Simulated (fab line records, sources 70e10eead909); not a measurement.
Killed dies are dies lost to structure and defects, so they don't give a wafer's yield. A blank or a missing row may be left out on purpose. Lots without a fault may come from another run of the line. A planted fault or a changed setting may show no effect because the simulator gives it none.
fab line records | flow nand_harc | part 1 of 2: steps 1 to 26 of 35
record lots=5 wafers=15 last_day=33
route steps=1302 shown A_STAIRCASE@888 A_SGD_CUT@890 A_SLIT@922
lots that met no fault: from a run of the same line without faults
start_h: hours from the record's first day to the start of the lot's first wafer shown | wait_h: hours since the lot's step before | " the same as in the row above | L1.1+2: a row that stands for several wafers | - no value, or no start given | * or withheld: withheld | < > ~ a bound
route shown NAME@n: a module of which the file shows steps, and the number in the route of the first | usual: mean/standard deviation of fault-free wafers | same: alike in all rows | chamber/n: place in a boat | sites: the reading at each site | _std_site: their standard deviation | _edge_site: outer sites' mean less inner sites' | radius_mm: how far each site lies from the wafer's centre | mask NAME#n: copy n | behind: the tool/chamber that last shaped the wafer | hold: why the lot was held/for how many hours/how that ended | device: the transistor (n, p or np) that didn't switch | end of line: the same wafers' tests at the end of the route | a step without rows: its recipe alone | killed: dies lost to structure and defects at the first sort, not the wafer's yield | map: a wafer's dies, x killed, . not, _ none there
set.NAME: the setting as run; set.NAME@STEP: as run at that earlier step | model.NAME: the simulator's own value behind a step, which no gauge read
lots at some steps of the route; a table a step, a row a wafer
services: from which hour (start_h, from the record's first day; less than 0 if before it) a tool's chamber was out of use, for how many hours, and why
## steps
# step NHARC_A_STAIRCASE_SRD_474
# columns lot.wafer tool chamber start_h wait_h
L090.3+5+2 wet_bench-07 2,3,4 584.60 0.0
L089.5+3+1 wet_bench-03 4,5,7 593.46 0.0
L092.2+6+4 wet_bench-01 1,5,6 604.80 0.0
L095.3+5+4 wet_bench-07 5,0,1 635.17 0.0
L097.2+1+5 wet_bench-03 7,1,2 655.71 0.0
# step NHARC_A_STAIRCASE_INSPECT_155
# usual raw_defect_count=411/110
# columns lot.wafer tool chamber start_h wait_h raw_defect_count
L090.2 defect_inspect-01 - 584.68 0.1 484
L090.3 " - " " 487
L090.5 " - " " 387
L089.1 defect_inspect-01 - 593.53 0.1 557
L089.3 " - " " 475
L089.5 " - " " 591
L092.2 defect_inspect-01 - 604.89 0.1 471
L092.4 " - " " 430
L092.6 " - " " 343
L095.3 defect_inspect-02 - 635.25 0.1 501
L095.4 " - " " 577
L095.5 " - " " 469
L097.1 defect_inspect-01 - 655.78 0.1 259
L097.2 " - " " 377
L097.5 " - " " 281
# step NHARC_A_SGD_CUT_DEP_00
# recipe target_thk_a=500 temp_c=400 target_thk_nm=50 flow_sccm=200 rf_w=450 material=SiNx
# usual heater_power_w=697/110
# columns lot.wafer tool chamber start_h wait_h heater_power_w
L090.3 pecvd-01 0 584.78 0.1 849
L090.2 " 1 " " 562
L090.5 " 1 " " 579
L089.1 pecvd-04 0 593.60 0.1 646
L089.3 " 0 " " 648
L089.5 " 0 " " 656
L092.2 pecvd-01 1 604.95 0.1 570
L092.6 " 1 " " 546
L092.4 " 2 " " 744
L095.3 pecvd-02 0 635.32 0.1 508
L095.4 " 1 " " 730
L095.5 " 2 " " 741
L097.1 pecvd-01 2 655.98 0.2 836
L097.2 " 1 " " 554
L097.5 " 2 " " 853
# step NHARC_A_SGD_CUT_DEHYDRATE_01
# recipe temp_c=150 time_s=120
# columns lot.wafer tool chamber start_h wait_h
L090.2+3+5 litho_track-01 0 585.02 0.2
L089.1+3+5 litho_track-01 0 593.96 0.3
L092.2+4+6 litho_track-04 0 605.23 0.2
L095.3+4+5 litho_track-06 0 635.59 0.2
L097.1+2+5 litho_track-04 0 656.24 0.2
# step NHARC_A_SGD_CUT_HMDS_02
# recipe time_s=30
# columns lot.wafer tool chamber start_h wait_h
L090.2+3+5 litho_track-01 0 - -
L089.1+3+5 litho_track-01 0 - -
L092.2+4+6 litho_track-04 0 - -
L095.3+4+5 litho_track-06 0 - -
L097.1+2+5 litho_track-04 0 - -
# step NHARC_A_SGD_CUT_COAT_56
# recipe temp_c=260 time_s=75
# columns lot.wafer tool chamber start_h wait_h
L090.2+3+5 litho_track-01 0 - -
L089.1+3+5 litho_track-01 0 - -
L092.2+4+6 litho_track-04 0 - -
L095.3+4+5 litho_track-06 0 - -
L097.1+2+5 litho_track-04 0 - -
# step NHARC_A_SGD_CUT_COAT_57
# recipe temp_c=225 time_s=65
# columns lot.wafer tool chamber start_h wait_h
L090.2+3+5 litho_track-01 0 - -
L089.1+3+5 litho_track-01 0 - -
L092.2+4+6 litho_track-04 0 - -
L095.3+4+5 litho_track-06 0 - -
L097.1+2+5 litho_track-04 0 - -
# step NHARC_A_SGD_CUT_COAT_03
# recipe spin_rpm=1500 resist_thk_nm=90
# columns lot.wafer tool chamber start_h wait_h
L090.2+3+5 litho_track-01 0 - -
L089.1+3+5 litho_track-01 0 - -
L092.2+4+6 litho_track-04 0 - -
L095.3+4+5 litho_track-06 0 - -
L097.1+2+5 litho_track-04 0 - -
# step NHARC_A_SGD_CUT_SOFTBAKE_04
# recipe temp_c=105 time_s=55
# columns lot.wafer tool chamber start_h wait_h
L090.2+3+5 litho_track-01 0 - -
L089.1+3+5 litho_track-01 0 - -
L092.2+4+6 litho_track-04 0 - -
L095.3+4+5 litho_track-06 0 - -
L097.1+2+5 litho_track-04 0 - -
# step NHARC_A_SGD_CUT_EBR_05
# columns lot.wafer tool chamber start_h wait_h
L090.2+3+5 litho_track-01 0 - -
L089.1+3+5 litho_track-01 0 - -
L092.2+4+6 litho_track-04 0 - -
L095.3+4+5 litho_track-06 0 - -
L097.1+2+5 litho_track-04 0 - -
# step NHARC_A_SGD_CUT_EXPOSE_06
# recipe na=1.35 dose_mj=85.59 mask_id=SGD
# same na=1.35
# columns lot.wafer tool chamber start_h wait_h mask
L090.2+3+5 arfi_scanner-02 0 585.34 - SGD#0
L089.1+3+5 arfi_scanner-01 0 594.27 - SGD#0
L092.2+4+6 arfi_scanner-01 0 605.42 - SGD#0
L095.3+4+5 arfi_scanner-02 0 635.78 - SGD#0
L097.1+2+5 arfi_scanner-01 0 656.65 - SGD#0
# step NHARC_A_SGD_CUT_PEB_07
# recipe peb_temp_c=100 peb_time_s=65
# columns lot.wafer tool chamber start_h wait_h
L090.2+3+5 litho_track-06 0 585.39 0.1
L089.1+3+5 litho_track-04 0 594.33 0.1
L092.2+4+6 litho_track-06 0 605.47 0.1
L095.3+4+5 litho_track-01 0 635.84 0.0
L097.1+2+5 litho_track-06 0 656.71 0.1
# step NHARC_A_SGD_CUT_DEVELOP_08
# recipe develop_time_s=35 dev_temp_c=23
# columns lot.wafer tool chamber start_h wait_h
L090.2+3+5 litho_track-06 0 - -
L089.1+3+5 litho_track-04 0 - -
L092.2+4+6 litho_track-06 0 - -
L095.3+4+5 litho_track-01 0 - -
L097.1+2+5 litho_track-06 0 - -
# step NHARC_A_SGD_CUT_CD_MEAS_09
# recipe target_cd_nm=100 landing_energy_ev=500
# usual cd_nm=99.9/0.48
# columns lot.wafer tool chamber start_h wait_h cd_nm
L090.2 cd_sem-01 0 585.48 - 100.2
L090.3 " 0 " " 100.8
L090.5 " 0 " " 100.0
L089.1 cd_sem-02 0 594.41 - 99.5
L089.3 " 0 " " 100.7
L089.5 " 0 " " 100.2
L092.2 cd_sem-02 0 605.56 - 100.0
L092.4 " 0 " " 99.8
L092.6 " 0 " " 99.3
L095.3 cd_sem-02 0 635.92 - 100.1
L095.4 " 0 " " 99.4
L095.5 " 0 " " 99.8
L097.1 cd_sem-03 0 656.79 - 100.4
L097.2 " 0 " " 99.6
L097.5 " 0 " " 99.6
# step NHARC_A_SGD_CUT_OVL_MEAS_10
# usual overlay_x_nm=-0.1/0.85 overlay_y_nm=0.0/0.8
# columns lot.wafer tool chamber start_h wait_h overlay_x_nm overlay_y_nm
L090.2 overlay-01 - 585.56 - 1.6 0.1
L090.3 " - " " 1.6 -0.7
L090.5 " - " " 1.6 -0.1
L089.1 overlay-02 - 594.49 - -1.2 -1.0
L089.3 " - " " -1.5 -0.7
L089.5 " - " " -1.6 -0.7
L092.2 overlay-02 - 605.65 - 0.2 0.3
L092.4 " - " " -0.1 0.3
L092.6 " - " " -0.4 -0.1
L095.3 overlay-02 - 636.00 - -1.1 0.5
L095.4 " - " " -0.5 0.5
L095.5 " - " " -0.9 0.6
L097.1 overlay-02 - 656.87 - -0.4 -0.2
L097.2 " - " " 0.1 -0.2
L097.5 " - " " 0.3 -0.1
# step NHARC_A_SGD_CUT_INSPECT_11
# usual raw_defect_count=52/27
# columns lot.wafer tool chamber start_h wait_h raw_defect_count
L090.2 defect_inspect-02 - 585.60 0.0 37
L090.3 " - " " 40
L090.5 " - " " 31
L089.1 defect_inspect-01 - 594.53 0.0 53
L089.3 " - " " 61
L089.5 " - " " 65
L092.2 defect_inspect-01 - 605.68 0.0 15
L092.4 " - " " 23
L092.6 " - " " 20
L095.3 defect_inspect-02 - 636.04 0.0 47
L095.4 " - " " 47
L095.5 " - " " 49
L097.1 defect_inspect-02 - 656.91 0.0 26
L097.2 " - " " 41
L097.5 " - " " 39
# step NHARC_A_SGD_CUT_DESCUM_14
# recipe time_s=3 o2_flow_sccm=200 ar_flow_sccm=0 bias_power_w=0 chemistry=O2
# usual chamber_pressure_mTorr=60.00/0.05 drypump_motor_current_A=5.8/0.51 oes_product_au=1.001/0.01 rf_vpp_V=58.0/0.96 showerhead_plenum_p_Torr=1.94/0.075 throttle_valve_pct=11.310/0.0089
# columns lot.wafer tool chamber start_h wait_h chamber_pressure_mTorr drypump_motor_current_A oes_product_au rf_hours_counter_h rf_vpp_V showerhead_plenum_p_Torr throttle_valve_pct
L090.3 rie_diel-01 2 585.67 0.1 60.02 5.9 1.012 1 58.9 2.00 11.305
L090.2 " 0 " " 60.09 5.3 1.014 1 57.0 1.90 11.305
L090.5 " 2 " " 59.96 5.9 1.007 - 58.8 2.00 11.308
L089.3 rie_diel-07 0 594.59 0.1 60.02 5.5 0.983 9 57.5 1.93 11.298
L089.1 " 2 " " 60.00 4.8 1.001 9 58.2 1.97 11.315
L089.5 " 0 " " 60.11 5.5 0.979 - 59.6 1.93 11.308
L092.4 rie_diel-01 0 605.74 0.1 60.02 5.3 1.014 1 58.7 1.90 11.319
L092.2 " 1 " " 59.98 5.2 1.010 1 58.7 2.02 11.306
L092.6 " 1 " " 60.02 5.2 1.013 - 56.8 2.02 11.310
L095.4 rie_diel-06 3 636.12 0.1 59.95 5.9 1.003 9 56.6 1.98 11.317
L095.3 " 0 " " 60.06 5.8 1.002 8 57.3 1.86 11.307
L095.5 " 1 " " 60.08 5.9 1.002 - 57.8 2.05 11.302
L097.2 rie_diel-06 2 656.97 0.1 59.95 6.6 0.986 11 59.4 1.90 11.323
L097.1 " 0 " " 59.95 5.8 1.013 10 57.4 1.86 11.300
L097.5 " 2 " " 59.96 6.6 0.980 - 57.5 1.90 11.325
# step NHARC_A_SGD_CUT_ETCH_58
# recipe target_depth_a=390 over_etch_frac=0.3 time_s=65 ion_energy_ev=80 cf4_flow_sccm=150 ar_flow_sccm=0 rf_w=300 bias_w=100 chemistry=CF4
# usual bias_w=100.02/0.26 chamber_pressure_mTorr=50.01/0.045 drypump_motor_current_A=5.8/0.51 oes_product_au=0.999/0.0089 rf_vpp_V=151.7/1.1 showerhead_plenum_p_Torr=1.79/0.063 throttle_valve_pct=13.283/0.0088
# columns lot.wafer tool chamber start_h wait_h bias_w chamber_pressure_mTorr drypump_motor_current_A oes_product_au rf_hours_counter_h rf_vpp_V showerhead_plenum_p_Torr throttle_valve_pct
L090.2 rie_diel-01 2 585.75 0.1 99.74 49.97 5.9 1.001 1 154.0 1.84 13.296
L090.3 " 0 " " 100.54 50.01 5.2 1.010 1 150.9 1.76 13.305
L090.5 " 2 " " 100.03 49.99 5.9 1.004 - 151.7 1.84 13.287
L089.3 rie_diel-07 1 594.68 0.1 99.48 50.07 5.3 1.009 9 148.9 1.66 13.275
L089.1 " 2 " " 100.13 49.94 4.8 1.009 9 153.1 1.82 13.269
L089.5 " 2 " " 99.95 50.01 4.8 1.009 - 151.2 1.82 13.277
L092.2 rie_diel-01 3 605.83 0.1 100.27 50.01 6.5 0.992 1 149.7 1.71 13.276
L092.4 " 2 " " 100.11 50.05 5.9 1.006 1 152.4 1.84 13.281
L092.6 " 0 " " 100.02 50.06 5.2 0.997 - 152.2 1.76 13.283
L095.3 rie_diel-06 2 636.19 0.1 99.95 49.92 6.6 0.984 10 150.8 1.76 13.298
L095.4 " 3 " " 100.06 50.00 5.8 1.011 9 153.0 1.83 13.280
L095.5 " 2 " " 99.96 50.02 6.6 0.985 - 151.7 1.76 13.264
L097.2 rie_diel-06 2 657.21 0.2 100.35 50.02 6.6 0.989 11 151.7 1.76 13.289
L097.1 " 3 " " 100.38 50.05 5.8 0.996 11 153.0 1.83 13.273
L097.5 " 1 " " 99.93 49.98 5.8 1.001 - 153.6 1.89 13.285
# step NHARC_A_SGD_CUT_ETCH_59
# recipe target_depth_a=2600 over_etch_frac=0.25 time_s=406.25 ion_energy_ev=200 n2_flow_sccm=150 h2_flow_sccm=150 ar_flow_sccm=0 rf_w=400 bias_w=150 chemistry=N2/H2
# usual bias_w=150.0/0.48 chamber_pressure_mTorr=30.00/0.031 drypump_motor_current_A=5.8/0.51 oes_product_au=0.998/0.0097 rf_vpp_V=431.2/2.2 showerhead_plenum_p_Torr=2.07/0.079 throttle_valve_pct=14.172/0.0088
# columns lot.wafer tool chamber start_h wait_h bias_w chamber_pressure_mTorr drypump_motor_current_A oes_product_au rf_hours_counter_h rf_vpp_V showerhead_plenum_p_Torr throttle_valve_pct
L090.2 rie_diel-07 3 585.83 - 151.0 30.08 5.7 1.007 9 432.8 2.10 14.173
L090.3 " 0 " " 149.5 30.01 5.5 0.995 8 431.3 2.06 14.157
L090.5 " 0 " " 149.6 30.03 5.5 0.998 - 430.1 2.06 14.171
L089.1 rie_diel-07 1 - - 150.1 30.05 5.3 1.015 9 425.9 1.90 14.184
L089.3 " 3 " " 150.2 30.04 5.7 1.014 9 431.5 2.10 14.175
L089.5 " 0 " " 149.9 30.01 5.5 1.002 - 432.2 2.06 14.154
L092.2 rie_diel-01 3 - - 149.2 30.00 6.6 0.984 1 429.8 1.96 14.162
L092.4 " 1 " " 149.3 29.99 5.2 1.005 1 432.6 2.15 14.165
L092.6 " 2 " " 150.4 30.06 5.9 1.004 - 433.9 2.13 14.179
L095.4 rie_diel-06 3 - - 149.8 29.99 5.8 1.002 10 430.9 2.11 14.178
L095.3 " 0 " " 150.0 30.02 5.8 0.997 8 429.4 1.99 14.186
L095.5 " 3 " " 150.4 30.00 5.7 1.001 - 433.8 2.12 14.163
L097.2 rie_diel-06 1 - - 150.2 30.02 5.9 0.999 9 436.2 2.19 14.173
L097.1 " 3 " " 150.4 29.96 5.8 1.000 11 432.2 2.11 14.157
L097.5 " 2 " " 150.1 30.00 6.6 0.986 - 429.2 2.03 14.173
# step NHARC_A_SGD_CUT_ETCH_15
# recipe target_depth_a=750 time_s=64.3 ch3f_flow_sccm=50 o2_flow_sccm=30 ar_flow_sccm=200 rf_w=500 bias_w=100 chemistry=CH3F/O2
# usual bias_w=100.0/0.31 chamber_pressure_mTorr=25.001/0.023 drypump_motor_current_A=5.8/0.5 oes_product_au=0.965/0.017 rf_vpp_V=264.4/1.6 showerhead_plenum_p_Torr=2.49/0.092 throttle_valve_pct=20.663/0.0097
# columns lot.wafer tool chamber start_h wait_h bias_w chamber_pressure_mTorr drypump_motor_current_A oes_product_au rf_hours_counter_h rf_vpp_V showerhead_plenum_p_Torr throttle_valve_pct
L090.2 rie_diel-06 1 586.16 - 100.0 24.999 5.8 0.995 5 267.4 2.63 20.673
L090.3 " 0 " " 100.0 24.995 5.8 1.003 5 262.5 2.40 20.666
L090.5 " 1 " " 99.7 25.050 5.9 1.002 - 267.2 2.63 20.667
L089.3 rie_diel-07 3 - - 100.3 24.994 5.7 0.989 9 266.2 2.52 20.659
L089.1 " 2 " " 99.8 25.014 4.8 0.990 9 266.2 2.53 20.660
L089.5 " 3 " " 100.2 25.007 5.7 1.002 - 265.0 2.52 20.667
L092.4 rie_diel-01 2 - - 99.8 25.005 6.0 0.984 1 265.9 2.56 20.660
L092.2 " 3 " " 99.9 25.023 6.5 0.952 1 262.8 2.37 20.681
L092.6 " 2 " " 100.2 25.020 5.9 0.972 - 264.4 2.56 20.665
L095.4 rie_diel-06 3 - - 99.8 24.979 5.8 0.979 10 264.8 2.54 20.660
L095.3 " 1 " " 100.0 24.995 5.8 0.965 8 266.5 2.63 20.664
L095.5 " 2 " " 99.8 24.976 6.6 0.945 - 265.1 2.44 20.662
L097.2 rie_diel-06 2 - - 100.3 25.000 6.6 0.924 11 264.1 2.44 20.656
L097.1 " 3 " " 100.1 25.065 5.9 0.956 11 265.3 2.54 20.679
L097.5 " 0 " " 100.1 24.996 5.8 0.955 - 262.9 2.40 20.653
# step NHARC_A_SGD_CUT_ETCH_16
# recipe target_depth_a=3105 time_s=155.2 c4f8_flow_sccm=withheld o2_flow_sccm=8 ar_flow_sccm=withheld rf_w=600 bias_w=800 chemistry=C4F8/O2/Ar
# usual bias_w=800.1/2.4 chamber_pressure_mTorr=24.999/0.02 oes_product_au=0.976/0.016 rf_vpp_V=724/3.8
# columns lot.wafer tool chamber start_h wait_h bias_w chamber_pressure_mTorr oes_product_au rf_hours_counter_h rf_vpp_V
L090.2 rie_diel-07 1 586.28 - 800.0 24.997 1.026 8 717
L090.3 " 2 " " 803.3 25.033 1.002 9 726
L090.5 " 1 " " 801.1 24.990 1.017 - 716
L089.3 rie_diel-07 1 - - 801.0 24.963 0.976 9 717
L089.1 " 2 " " 800.9 24.959 0.992 9 725
L089.5 " 0 " " 800.6 25.018 0.967 - 725
L092.4 rie_diel-01 2 - - 794.7 24.960 0.991 1 729
L092.2 " 3 " " 799.0 24.982 0.967 1 720
L092.6 " 2 " " 800.6 25.011 0.989 - 726
L095.4 rie_diel-06 3 - - 800.1 25.003 0.998 10 727
L095.3 " 0 " " 800.6 25.006 0.984 8 721
L095.5 " 3 " " 799.4 25.031 0.990 - 726
L097.1 rie_diel-06 2 - - 796.8 24.999 0.946 11 722
L097.2 " 3 " " 799.8 24.989 0.965 11 725
L097.5 " 2 " " 800.7 25.008 0.951 - 722
# step NHARC_A_SGD_CUT_STRIP_60
# recipe c4f8_flow_sccm=withheld o2_flow_sccm=8 ar_flow_sccm=withheld bias_w=0 chemistry=C4F8/O2/Ar
# columns lot.wafer tool chamber start_h wait_h
L090.3+2+5 rie_diel-06 3,2,3 586.44 -
L089.3+1+5 rie_diel-07 2,1,2 - -
L092.2+4+6 rie_diel-01 0,1,3 - -
L095.3+4+5 rie_diel-06 3,1,3 - -
L097.2+1+5 rie_diel-06 0,2,0 - -
# step NHARC_A_SGD_CUT_STRIP_17
# recipe o2_flow_sccm=500 ar_flow_sccm=0 bias_w=0 chemistry=O2
# usual chamber_pressure_mTorr=60.00/0.054 drypump_motor_current_A=5.8/0.49 oes_product_au=1.001/0.0094 rf_vpp_V=57.9/0.8 showerhead_plenum_p_Torr=3.57/0.13 throttle_valve_pct=17.036/0.0092
# same bias_w=0
# columns lot.wafer tool chamber start_h wait_h chamber_pressure_mTorr drypump_motor_current_A oes_product_au rf_hours_counter_h rf_vpp_V showerhead_plenum_p_Torr throttle_valve_pct
L090.3 rie_diel-07 2 586.54 0.1 60.04 4.8 1.014 9 56.5 3.63 17.035
L090.2 " 0 " " 60.01 5.5 0.989 8 58.0 3.56 17.041
L090.5 " 2 " " 59.94 4.8 1.009 - 58.4 3.63 17.030
L089.1 rie_diel-07 1 - - 60.02 5.3 1.015 9 58.0 3.31 17.040
L089.3 " 3 " " 60.04 5.7 1.008 9 56.6 3.62 17.025
L089.5 " 1 " " 60.06 5.3 1.021 - 58.4 3.31 17.023
L092.4 rie_diel-01 1 - - 59.91 5.2 1.017 1 58.2 3.71 17.036
L092.2 " 3 " " 60.04 6.6 0.985 1 58.8 3.41 17.020
L092.6 " 1 " " 59.89 5.2 1.017 - 57.7 3.70 17.024
L095.4 rie_diel-06 3 - - 60.02 5.8 1.005 10 57.2 3.65 17.048
L095.3 " 2 " " 59.98 6.6 0.986 10 57.4 3.51 17.035
L095.5 " 3 " " 60.02 5.8 1.004 - 58.0 3.65 17.036
L097.2 rie_diel-06 1 - - 59.86 5.9 1.005 10 59.2 3.76 17.031
L097.1 " 3 " " 59.95 5.9 1.004 12 58.1 3.65 17.039
L097.5 " 1 " " 59.97 5.9 1.006 - 58.9 3.76 17.015
# step NHARC_A_SGD_CUT_PRECLEAN_18
# recipe time_s=* temp_c=50 bath_age_min=0 chemistry=SC1
# columns lot.wafer tool chamber start_h wait_h
L090.3+2+5 wet_bench-02 2,5,7 586.72 -
L089.5+1+3 wet_bench-09 1,2,4 595.57 -
L092.4+2+6 wet_bench-09 0,1,3 606.72 -
L095.4+3+5 wet_bench-04 7,1,2 637.08 -
L097.5+2+1 wet_bench-02 1,2,5 658.15 -
# step NHARC_A_SGD_CUT_SRD_19
# columns lot.wafer tool chamber start_h wait_h
L090.3+2+5 wet_bench-02 2,5,7 - -
L089.5+1+3 wet_bench-09 1,2,4 - -
L092.4+2+6 wet_bench-09 0,1,3 - -
L095.4+3+5 wet_bench-04 7,1,2 - -
L097.5+2+1 wet_bench-02 1,2,5 - -
# step NHARC_A_SGD_CUT_DEP_20
# recipe target_thk_a=1500 temp_c=65 material=SiO2
# columns lot.wafer tool chamber start_h wait_h
L090.2+3+5 fcvd-01 1 586.87 -
L089.1+3+5 fcvd-01 1,0,1 595.74 -
L092.2+4+6 fcvd-01 1,0,0 606.90 -
L095.4+3+5 fcvd-01 1,0,1 637.27 -
L097.2+1+5 fcvd-01 1,0,1 658.29 -
